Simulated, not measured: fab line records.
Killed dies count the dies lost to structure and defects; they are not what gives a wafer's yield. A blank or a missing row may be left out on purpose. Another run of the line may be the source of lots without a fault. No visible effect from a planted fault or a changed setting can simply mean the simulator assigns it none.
fab line records    flow nandHarc    part 1 of 2: steps 1 to 23 of 31
[record] lots = 5  wafers = 15  lastDay = 30
route steps=1302 shown A_CONTACT@1090 A_BLC@1107
lots that met no fault: from a run of the same line without faults
startH: hours from the record's opening day to when the first of the lot's shown wafers began    waitH: time in hours since the lot's previous step    " the same as in the row above    L1.1+2: one row covering several wafers at once    - no value, or no start given    * or withheld: withheld    < > ~ a bound
route shown NAME@n: a module of which the file shows steps, and the number in the route of the first    usual: mean and standard deviation over wafers with no fault    same: alike in all rows    chamber/n: place in a boat    sites: each site's reading    _std_site: how widely they spread, as a standard deviation    _edge_site: inner sites' mean taken away from outer sites' mean    radiusMm: for every site, how far away it sits from the centre of the wafer    mask NAME#n: copy n    behind: the tool/chamber that last shaped the wafer    hold: cause of the lot's hold/its duration in hours/its outcome    device: which transistor (n, p or np) failed to switch    end of line: at the end of the route, the tests of the same wafers    a step without rows: its recipe alone    killed: the dies lost at the first sort to structure and to defects; this is not the yield of the wafer    map: dies across one wafer; x = killed, . = not, _ = none there
set.NAME: the run value of the setting; set.NAME@STEP: its run value at that earlier step    model.NAME: the simulator's own value behind a step, which no gauge read
certain route steps with their lots: each step a table, each wafer a row
services: a tool's chamber out of use, with start hour (startH, from the record's first day; less than 0 if before it), hours out, and reason
[[steps]]
[step NHARC_A_CONTACT_ETCH_138]
[recipe] sourceW = withheld  pressureMtorr = 20  biasV = 1200  timeS = 311  targetDepthA = 19140  arFlowSccm = withheld  c4f8FlowSccm = withheld  o2FlowSccm = withheld  chemistry = C4F8/O2/Ar
[same] timeS = 311
lot.wafer  tool           chamber  startH  waitH  rfHoursCounterH
L075.4     harCapEtch-02  0        511.68  0.3    -
L075.5     "              0        "       "      -
L075.6     "              1        "       "      -
L074.2     harCapEtch-01  0        530.41  0.2    3
L074.6     "              1        "       "      -
L074.5     "              0        "       "      -
L084.2     harCapEtch-01  0        638.72  0.2    22
L084.1     "              1        "       "      22
L084.3     "              0        "       "      -
L087.1     harCapEtch-01  1        643.65  0.2    25
L087.3     "              0        "       "      -
L087.6     "              1        "       "      -
L088.2     harCapEtch-01  1        658.59  0.2    29
L088.1     "              0        "       "      29
L088.6     "              0        "       "      -
[step NHARC_A_CONTACT_ETCH_139]
[recipe] sourceW = withheld  pressureMtorr = 20  biasV = 400  timeS = 195  targetDepthA = 8400  arFlowSccm = withheld  c4f8FlowSccm = 11.5  o2FlowSccm = 7.2  chemistry = C4F8/O2/Ar
[same] timeS = 195
lot.wafer  tool           chamber  startH  waitH  rfHoursCounterH
L075.4     harCapEtch-02  0        512.04  0.3    -
L075.5     "              0        "       "      -
L075.6     "              1        "       "      -
L074.2     harCapEtch-01  0        530.68  0.2    3
L074.6     "              1        "       "      -
L074.5     "              0        "       "      -
L084.2     harCapEtch-01  0        639.00  0.2    23
L084.1     "              1        "       "      23
L084.3     "              0        "       "      -
L087.1     harCapEtch-01  1        643.92  0.2    25
L087.3     "              0        "       "      -
L087.6     "              1        "       "      -
L088.2     harCapEtch-01  1        658.87  0.2    29
L088.1     "              0        "       "      29
L088.6     "              0        "       "      -
[step NHARC_A_CONTACT_ETCH_92]
[recipe] targetDepthA = 400  overEtchFrac = 0.5  timeS = 85.7  ionEnergyEv = 120  ch3fFlowSccm = 50  o2FlowSccm = 30  arFlowSccm = 200  rfW = 500  biasW = 100  chemistry = CH3F/O2
[usual] drypumpMotorCurrentA = 5.7/0.53  oesProductAu = 0.94/0.031  rfVppV = 244.8/1.5  showerheadPlenumPTorr = 2.49/0.085  throttleValvePct = 20.663/0.009
[same] timeS = 85.7
lot.wafer  tool        chamber  startH  waitH  drypumpMotorCurrentA  oesProductAu  rfHoursCounterH  rfVppV  showerheadPlenumPTorr  throttleValvePct
L075.4     rieDiel-06  2        512.60  0.5    6.3                   0.93          4                245.4   2.52                   20.660
L075.6     "           0        "       "      6.4                   0.92          -                245.1   2.57                   20.667
L075.5     "           1        "       "      5.0                   0.92          -                243.3   2.40                   20.668
L074.2     rieDiel-05  0        531.23  0.5    4.7                   0.93          40               244.6   2.50                   20.647
L074.5     "           1        "       "      5.5                   0.92          -                242.5   2.33                   20.663
L074.6     "           0        "       "      4.7                   0.92          -                245.4   2.50                   20.641
L084.2     rieDiel-05  2        639.56  0.5    6.2                   0.92          13               246.0   2.61                   20.661
L084.1     "           3        "       "      5.3                   0.93          12               244.1   2.46                   20.684
L084.3     "           0        "       "      4.7                   0.92          12               243.8   2.49                   20.655
L087.1     rieDiel-06  2        644.48  0.5    6.3                   0.94          22               246.5   2.51                   20.664
L087.3     "           0        "       "      6.4                   0.93          23               245.4   2.56                   20.658
L087.6     "           1        "       "      5.1                   0.92          -                244.5   2.40                   20.664
L088.2     rieDiel-07  3        659.44  0.5    6.1                   1.00          0                245.4   2.50                   20.675
L088.1     "           1        "       "      5.8                   1.01          1                246.6   2.61                   20.669
L088.6     "           3        "       "      6.1                   1.00          -                244.5   2.50                   20.665
[step NHARC_A_CONTACT_ETCH_98]
[recipe] targetDepthA = 200  overEtchFrac = 0.5  timeS = 10  ionEnergyEv = 250  c4f6FlowSccm = 25  o2FlowSccm = 20  arFlowSccm = 500  rfW = 600  biasW = 500  chemistry = C4F6/O2
[usual] drypumpMotorCurrentA = 5.7/0.54  oesProductAu = 0.960/0.023  rfVppV = 547.7/2.8  showerheadPlenumPTorr = 3.96/0.13  throttleValvePct = 26.903/0.009
[same] timeS = 10
lot.wafer  tool        chamber  startH  waitH  drypumpMotorCurrentA  oesProductAu  rfHoursCounterH  rfVppV  showerheadPlenumPTorr  throttleValvePct
L075.4     rieDiel-06  2        -       -      6.3                   0.948         4                549.0   4.02                   26.910
L075.6     "           1        "       "      5.1                   0.944         -                544.3   3.84                   26.905
L075.5     "           2        "       "      6.3                   0.946         -                549.5   4.02                   26.890
L074.2     rieDiel-05  0        531.41  0.2    4.7                   0.974         41               549.4   3.98                   26.909
L074.5     "           1        "       "      5.5                   0.972         -                543.3   3.73                   26.899
L074.6     "           3        "       "      5.3                   0.961         -                547.1   3.95                   26.911
L084.2     rieDiel-05  0        -       -      4.7                   0.955         12               548.0   3.97                   26.902
L084.1     "           1        "       "      5.5                   0.950         14               543.9   3.71                   26.891
L084.3     "           3        "       "      5.3                   0.962         12               547.6   3.93                   26.889
L087.1     rieDiel-06  0        -       -      6.4                   0.959         23               550.2   4.08                   26.908
L087.3     "           2        "       "      6.3                   0.971         22               547.9   4.01                   26.918
L087.6     "           1        "       "      5.1                   0.964         -                545.8   3.83                   26.901
L088.2     rieDiel-07  2        -       -      5.7                   1.001         1                552.5   4.23                   26.902
L088.1     "           3        "       "      6.1                   0.988         1                548.2   3.99                   26.906
L088.6     "           2        "       "      5.7                   1.002         -                553.6   4.23                   26.897
[step NHARC_A_CONTACT_CD_MEAS_15]
[usual] cdNm = 190.0/0.57
lot.wafer  tool      chamber  startH  waitH  cdNm
L075.4     cdSem-02  -        512.80  -      190.6
L075.5     "         -        "       "      190.5
L075.6     "         -        "       "      190.2
L074.2     cdSem-02  -        531.49  -      190.2
L074.5     "         -        "       "      190.0
L074.6     "         -        "       "      190.3
L084.1     cdSem-02  -        639.78  -      191.0
L084.2     "         -        "       "      191.4
L084.3     "         -        "       "      191.3
L087.1     cdSem-01  -        644.68  -      190.5
L087.3     "         -        "       "      190.7
L087.6     "         -        "       "      190.0
L088.1     cdSem-01  -        659.64  -      190.1
L088.2     "         -        "       "      190.1
L088.6     "         -        "       "      190.2
[step NHARC_A_CONTACT_STRIP_107]
[recipe] n2FlowSccm = 150  h2FlowSccm = 150  arFlowSccm = 0  biasW = 0  chemistry = N2/H2
lot.wafer   tool        chamber  startH  waitH
L075.4+6+5  rieDiel-06  2,2,3    512.86  0.1
L074.2+5+6  rieDiel-06  0,1,2    531.74  0.2
L084.3+2+1  rieDiel-07  2,0,1    639.86  0.1
L087.3+1+6  rieDiel-06  2,0,2    644.95  0.3
L088.1+2+6  rieDiel-07  3,0,3    659.73  0.1
[step NHARC_A_CONTACT_STRIP_108]
[recipe] cf4FlowSccm = 100  chf3FlowSccm = 30  arFlowSccm = 0  biasW = 0  chemistry = CF4/CHF3
lot.wafer   tool        chamber  startH  waitH
L075.4+6+5  rieDiel-06  2,1,2    512.96  0.1
L074.2+5+6  rieDiel-06  3,2,3    531.80  0.1
L084.2+3+1  rieDiel-07  0,1,3    639.95  0.1
L087.1+3+6  rieDiel-06  3,2,0    645.03  0.1
L088.1+2+6  rieDiel-07  3,0,2    659.82  0.1
[step NHARC_A_CONTACT_STRIP_109]
[recipe] o2FlowSccm = 400  cosFlowSccm = 20  arFlowSccm = 0  biasW = 0  chemistry = O2/COS
lot.wafer   tool        chamber  startH  waitH
L075.4+5+6  rieDiel-06  3,2,3    513.02  0.1
L074.2+5+6  rieDiel-06  1,2,3    531.87  0.1
L084.1+2+3  rieDiel-07  3,0,2    640.01  0.0
L087.3+1+6  rieDiel-06  2,3,2    645.11  0.1
L088.2+1+6  rieDiel-07  2,3,3    659.87  0.0
[step NHARC_A_CONTACT_ETCH_110]
[recipe] targetDepthA = 600  overetchA = 60  timeS = 33  ionEnergyEv = 100  cf4FlowSccm = 80  o2FlowSccm = 20  arFlowSccm = 0  rfW = 300  biasW = 100  chemistry = CF4/O2
[usual] drypumpMotorCurrentA = 5.8/0.53  oes_ar_750_au = 1.000/0.0045  oesProductAu = 1.001/0.0094  rfVppV = 198.1/1.2  showerheadPlenumPTorr = 1.35/0.043  throttleValvePct = 13.397/0.0091
[same] timeS = 33
lot.wafer  tool        chamber  startH  waitH  drypumpMotorCurrentA  oes_ar_750_au  oesProductAu  rfHoursCounterH  rfVppV  showerheadPlenumPTorr  throttleValvePct
L075.4     rieDiel-06  2        513.09  0.1    6.2                   0.997          1.007         4                199.3   1.37                   13.384
L075.5     "           1        "       "      5.0                   0.995          0.986         -                196.9   1.31                   13.408
L075.6     "           2        "       "      6.3                   1.001          1.015         -                198.4   1.37                   13.392
L074.2     rieDiel-06  2        531.93  0.1    6.3                   1.000          1.004         7                199.0   1.37                   13.391
L074.6     "           1        "       "      5.1                   0.999          0.986         -                197.0   1.31                   13.404
L074.5     "           2        "       "      6.3                   0.993          1.008         -                199.8   1.37                   13.396
L084.3     rieDiel-07  3        640.07  0.0    6.1                   1.002          0.999         60               198.3   1.36                   13.394
L084.1     "           0        "       "      5.9                   0.994          1.001         56               197.2   1.37                   13.407
L084.2     "           1        "       "      5.8                   0.999          0.995         59               199.2   1.42                   13.399
L087.3     rieDiel-06  3        645.74  0.6    5.4                   1.000          1.012         24               198.4   1.33                   13.409
L087.1     "           0        "       "      6.4                   1.003          0.995         24               197.6   1.39                   13.396
L087.6     "           3        "       "      5.3                   1.006          1.007         -                196.7   1.33                   13.387
L088.1     rieDiel-07  3        659.94  0.1    6.1                   0.992          0.992         1                197.9   1.36                   13.404
L088.2     "           2        "       "      5.7                   0.996          1.002         1                201.3   1.45                   13.389
L088.6     "           3        "       "      6.1                   0.996          0.998         -                197.1   1.36                   13.387
[step NHARC_A_CONTACT_STRIP_26]
[recipe] o2FlowSccm = 500  arFlowSccm = 0  biasW = 0  chemistry = O2
[usual] drypumpMotorCurrentA = 5.8/0.53  oesProductAu = 1.001/0.0096  rfVppV = 57.9/0.91  showerheadPlenumPTorr = 3.56/0.12  throttleValvePct = 17.036/0.0084
lot.wafer  tool        chamber  startH  waitH  drypumpMotorCurrentA  oesProductAu  rfHoursCounterH  rfVppV  showerheadPlenumPTorr  throttleValvePct
L075.4     rieDiel-06  0        -       -      6.4                   0.999         4                58.6    3.68                   17.038
L075.6     "           1        "       "      5.0                   0.989         -                56.5    3.45                   17.037
L075.5     "           2        "       "      6.3                   1.009         -                57.1    3.62                   17.041
L074.2     rieDiel-06  1        -       -      5.1                   0.986         7                58.4    3.45                   17.026
L074.6     "           3        "       "      5.3                   1.001         -                56.8    3.54                   17.034
L074.5     "           0        "       "      6.4                   0.998         -                57.5    3.68                   17.030
L084.1     rieDiel-07  2        -       -      5.8                   1.002         55               56.8    3.27                   17.029
L084.3     "           0        "       "      5.9                   1.001         56               58.2    3.61                   17.043
L084.2     "           1        "       "      5.8                   1.007         59               58.7    3.74                   17.023
L087.3     rieDiel-06  0        -       -      6.4                   1.004         24               57.1    3.67                   17.038
L087.1     "           2        "       "      6.3                   1.017         23               57.5    3.60                   17.038
L087.6     "           0        "       "      6.4                   1.004         -                58.1    3.67                   17.031
L088.2     rieDiel-07  3        -       -      6.1                   0.991         1                56.8    3.59                   17.038
L088.1     "           0        "       "      5.9                   0.982         1                58.3    3.61                   17.037
L088.6     "           3        "       "      6.1                   0.998         -                58.7    3.59                   17.044
[step NHARC_A_CONTACT_STRIP_27]
[recipe] timeS = 600  tempC = 30  chemistry = postEtchResidueRemover
[same] timeS = 600
lot.wafer   tool         chamber  startH  waitH
L075.5+6+4  wetBench-09  6,1,2    513.47  -
L074.6+2+5  wetBench-02  6,1,2    532.31  -
L084.3+2+1  wetBench-02  2,4,6    640.45  -
L087.1+3+6  wetBench-06  0,1,3    646.13  -
L088.2+1+6  wetBench-06  7,1,2    660.32  -
[step NHARC_A_CONTACT_ALD_18]
[recipe] targetThkA = 30  pulseTimeS = 1  aldCycles = 150  tempC = 450  material = TiN
[usual] heaterPowerW = 1134/110  precursorPulseHeightRel = 1.001/0.021
lot.wafer  tool         chamber  startH  waitH  heaterPowerW  precursorPulseHeightRel
L075.4     aldMetal-04  1        513.73  -      942           1.051
L075.5     "            1        "       "      948           1.001
L075.6     "            2        "       "      1232          0.978
L074.2     aldMetal-03  3        532.63  -      925           1.023
L074.5     "            0        "       "      1134          1.010
L074.6     "            1        "       "      1106          1.020
L084.3     aldMetal-04  2        640.75  -      1238          1.003
L084.2     "            3        "       "      1245          1.026
L084.1     "            0        "       "      1279          1.021
L087.3     aldMetal-03  0        646.39  -      1125          1.023
L087.1     "            2        "       "      1093          1.006
L087.6     "            1        "       "      1068          0.983
L088.1     aldMetal-02  1        660.60  -      1244          1.000
L088.2     "            2        "       "      1136          0.981
L088.6     "            1        "       "      1221          1.011
[step NHARC_A_CONTACT_CVD_19]
[recipe] targetThkA = 3000  tempC = 300  pressureTorr = 40  wf6FlowSccm = 40  h2FlowSccm = 1600  arFlowSccm = 1560  timeS = 802  material = W
[usual] heaterPowerW = 467/46  throttleValvePct = 7.92/0.3
[same] timeS = 802
lot.wafer  tool     chamber  startH  waitH  heaterPowerW  throttleValvePct
L075.4     cvdW-01  1        -       -      444           8.20
L075.5     "        1        "       "      449           7.99
L075.6     "        1        "       "      454           8.21
L074.2     cvdW-02  0        -       -      552           7.90
L074.6     "        0        "       "      538           7.40
L074.5     "        1        "       "      433           7.60
L084.1     cvdW-01  1        -       -      450           8.03
L084.2     "        0        "       "      452           8.01
L084.3     "        0        "       "      451           8.17
L087.1     cvdW-01  1        -       -      443           8.26
L087.3     "        0        "       "      443           8.15
L087.6     "        0        "       "      444           8.25
L088.1     cvdW-02  1        -       -      425           7.86
L088.2     "        0        "       "      560           7.30
L088.6     "        1        "       "      425           7.99
[step NHARC_A_CONTACT_CMP_20]
[recipe] tOverpolishS = 30  targetThkNm = 300
[usual] motorCurrentA = 12.0/1.9  overpolishRunS = 30.001/0.0088  timeToEndpointS = 60/3.6
lot.wafer  tool    chamber  startH  waitH  motorCurrentA  overpolishRunS  timeToEndpointS
L075.4     cmp-02  0        515.64  0.7    10.4           30.002          61
L075.5     "       1        "       "      9.4            29.991          55
L075.6     "       2        "       "      14.5           30.008          62
L074.2     cmp-01  1        533.72  0.8    14.0           29.999          59
L074.6     "       3        "       "      10.9           30.009          56
L074.5     "       0        "       "      13.6           30.004          59
L084.2     cmp-02  2        641.82  0.6    15.2           29.999          63
L084.1     "       3        "       "      12.0           29.998          57
L084.3     "       1        "       "      9.7            30.009          58
L087.3     cmp-01  2        647.90  0.4    12.1           29.990          57
L087.1     "       1        "       "      13.7           29.999          63
L087.6     "       2        "       "      11.4           30.006          59
L088.1     cmp-01  0        661.72  0.8    14.7           30.004          64
L088.2     "       1        "       "      14.8           30.002          64
L088.6     "       3        "       "      10.9           29.991          62
[step NHARC_A_CONTACT_SRD_22]
lot.wafer   tool         chamber  startH  waitH
L075.6+5+4  wetBench-09  2,3,4    515.89  0.0
L074.6+5+2  wetBench-06  7,0,2    534.00  0.0
L084.1+3+2  wetBench-02  4,6,7    642.14  0.0
L087.6+3+1  wetBench-02  1,2,4    648.23  0.0
L088.6+1+2  wetBench-06  6,7,2    661.99  0.0
[step NHARC_A_CONTACT_INSPECT_23]
[usual] rawDefectCount = 496/120
lot.wafer  tool              chamber  startH  waitH  rawDefectCount
L075.4     defectInspect-01  -        515.97  0.1    547
L075.5     "                 -        "       "      508
L075.6     "                 -        "       "      617
L074.2     defectInspect-02  -        534.07  0.1    465
L074.5     "                 -        "       "      351
L074.6     "                 -        "       "      348
L084.1     defectInspect-01  -        642.22  0.1    675
L084.2     "                 -        "       "      421
L084.3     "                 -        "       "      328
L087.1     defectInspect-01  -        648.31  0.1    335
L087.3     "                 -        "       "      441
L087.6     "                 -        "       "      467
L088.1     defectInspect-01  -        662.07  0.1    395
L088.2     "                 -        "       "      491
L088.6     "                 -        "       "      330
[step NHARC_A_BLC_DEHYDRATE_00]
[recipe] tempC = 150  timeS = 120
[usual] chillPlateTempC = 22.97/0.11
[same] timeS = 120
lot.wafer  tool           chamber  startH  waitH  chillPlateTempC
L075.4     lithoTrack-06  0        516.02  0.1    22.98
L075.5     "              0        "       "      22.87
L075.6     "              0        "       "      23.07
L074.2     lithoTrack-04  0        534.13  0.1    23.09
L074.5     "              0        "       "      23.06
L074.6     "              0        "       "      22.98
L084.1     lithoTrack-04  0        642.28  0.1    23.04
L084.2     "              0        "       "      22.98
L084.3     "              0        "       "      23.04
L087.1     lithoTrack-04  0        648.36  0.1    22.80
L087.3     "              0        "       "      22.92
L087.6     "              0        "       "      22.94
L088.1     lithoTrack-06  0        662.13  0.1    22.97
L088.2     "              0        "       "      22.93
L088.6     "              0        "       "      23.07
[step NHARC_A_BLC_HMDS_01]
[recipe] timeS = 30
[usual] chillPlateTempC = 22.99/0.094
[same] timeS = 30
lot.wafer  tool           chamber  startH  waitH  chillPlateTempC
L075.4     lithoTrack-06  0        -       -      23.17
L075.5     "              0        "       "      23.02
L075.6     "              0        "       "      23.06
L074.2     lithoTrack-04  0        -       -      23.09
L074.5     "              0        "       "      23.06
L074.6     "              0        "       "      22.91
L084.1     lithoTrack-04  0        -       -      22.97
L084.2     "              0        "       "      22.99
L084.3     "              0        "       "      22.97
L087.1     lithoTrack-04  0        -       -      22.85
L087.3     "              0        "       "      23.07
L087.6     "              0        "       "      23.00
L088.1     lithoTrack-06  0        -       -      22.88
L088.2     "              0        "       "      23.09
L088.6     "              0        "       "      23.10
[step NHARC_A_BLC_COAT_02]
[recipe] tempC = 260  timeS = 75
[usual] chillPlateTempC = 23.01/0.1
[same] timeS = 75
lot.wafer  tool           chamber  startH  waitH  chillPlateTempC
L075.4     lithoTrack-06  0        -       -      22.91
L075.5     "              0        "       "      23.13
L075.6     "              0        "       "      22.97
L074.2     lithoTrack-04  0        -       -      23.03
L074.5     "              0        "       "      23.05
L074.6     "              0        "       "      22.94
L084.1     lithoTrack-04  0        -       -      23.01
L084.2     "              0        "       "      23.04
L084.3     "              0        "       "      23.11
L087.1     lithoTrack-04  0        -       -      23.15
L087.3     "              0        "       "      23.05
L087.6     "              0        "       "      23.05
L088.1     lithoTrack-06  0        -       -      23.28
L088.2     "              0        "       "      23.06
L088.6     "              0        "       "      23.10
[step NHARC_A_BLC_COAT_03]
[recipe] tempC = 225  timeS = 65
[usual] chillPlateTempC = 23.01/0.095
[same] timeS = 65
lot.wafer  tool           chamber  startH  waitH  chillPlateTempC
L075.4     lithoTrack-06  0        -       -      22.86
L075.5     "              0        "       "      22.97
L075.6     "              0        "       "      22.99
L074.2     lithoTrack-04  0        -       -      23.07
L074.5     "              0        "       "      22.91
L074.6     "              0        "       "      23.08
L084.1     lithoTrack-04  0        -       -      22.89
L084.2     "              0        "       "      22.83
L084.3     "              0        "       "      23.00
L087.1     lithoTrack-04  0        -       -      22.99
L087.3     "              0        "       "      23.05
L087.6     "              0        "       "      22.89
L088.1     lithoTrack-06  0        -       -      23.06
L088.2     "              0        "       "      23.00
L088.6     "              0        "       "      23.05
[step NHARC_A_BLC_COAT_04]
[recipe] spinRpm = 1500  resistThkNm = 90
[usual] chillPlateTempC = 23.01/0.13  dispensePressureKPa = 50.7/0.51
lot.wafer  tool           chamber  startH  waitH  chillPlateTempC  dispensePressureKPa
L075.4     lithoTrack-06  0        -       -      22.79            50.2
L075.5     "              0        "       "      22.77            50.2
L075.6     "              0        "       "      22.68            50.2
L074.2     lithoTrack-04  0        -       -      23.14            51.6
L074.5     "              0        "       "      23.03            51.6
L074.6     "              0        "       "      23.21            51.6
L084.1     lithoTrack-04  0        -       -      23.09            51.6
L084.2     "              0        "       "      23.00            51.5
L084.3     "              0        "       "      23.16            51.6
L087.1     lithoTrack-04  0        -       -      22.94            51.6
L087.3     "              0        "       "      22.81            51.6
L087.6     "              0        "       "      22.83            51.6
L088.1     lithoTrack-06  0        -       -      23.07            50.2
L088.2     "              0        "       "      22.95            50.2
L088.6     "              0        "       "      23.17            50.3
[step NHARC_A_BLC_SOFTBAKE_05]
[recipe] tempC = 105  timeS = 55
[usual] chillPlateTempC = 23.01/0.11
[same] timeS = 55
lot.wafer  tool           chamber  startH  waitH  chillPlateTempC
L075.4     lithoTrack-06  0        -       -      22.89
L075.5     "              0        "       "      23.07
L075.6     "              0        "       "      23.07
L074.2     lithoTrack-04  0        -       -      22.84
L074.5     "              0        "       "      22.97
L074.6     "              0        "       "      22.97
L084.1     lithoTrack-04  0        -       -      23.01
L084.2     "              0        "       "      23.07
L084.3     "              0        "       "      23.03
L087.1     lithoTrack-04  0        -       -      23.02
L087.3     "              0        "       "      22.95
L087.6     "              0        "       "      23.02
L088.1     lithoTrack-06  0        -       -      22.81
L088.2     "              0        "       "      22.94
L088.6     "              0        "       "      22.95
[step NHARC_A_BLC_EBR_06]
[usual] chillPlateTempC = 22.99/0.11
lot.wafer  tool           chamber  startH  waitH  chillPlateTempC
L075.4     lithoTrack-06  0        -       -      23.13
L075.5     "              0        "       "      23.11
L075.6     "              0        "       "      23.18
L074.2     lithoTrack-04  0        -       -      23.05
L074.5     "              0        "       "      23.04
L074.6     "              0        "       "      22.99
L084.1     lithoTrack-04  0        -       -      22.97
L084.2     "              0        "       "      23.01
L084.3     "              0        "       "      23.13
L087.1     lithoTrack-04  0        -       -      23.00
L087.3     "              0        "       "      23.02
L087.6     "              0        "       "      22.93
L088.1     lithoTrack-06  0        -       -      23.11
L088.2     "              0        "       "      23.10
L088.6     "              0        "       "      23.02
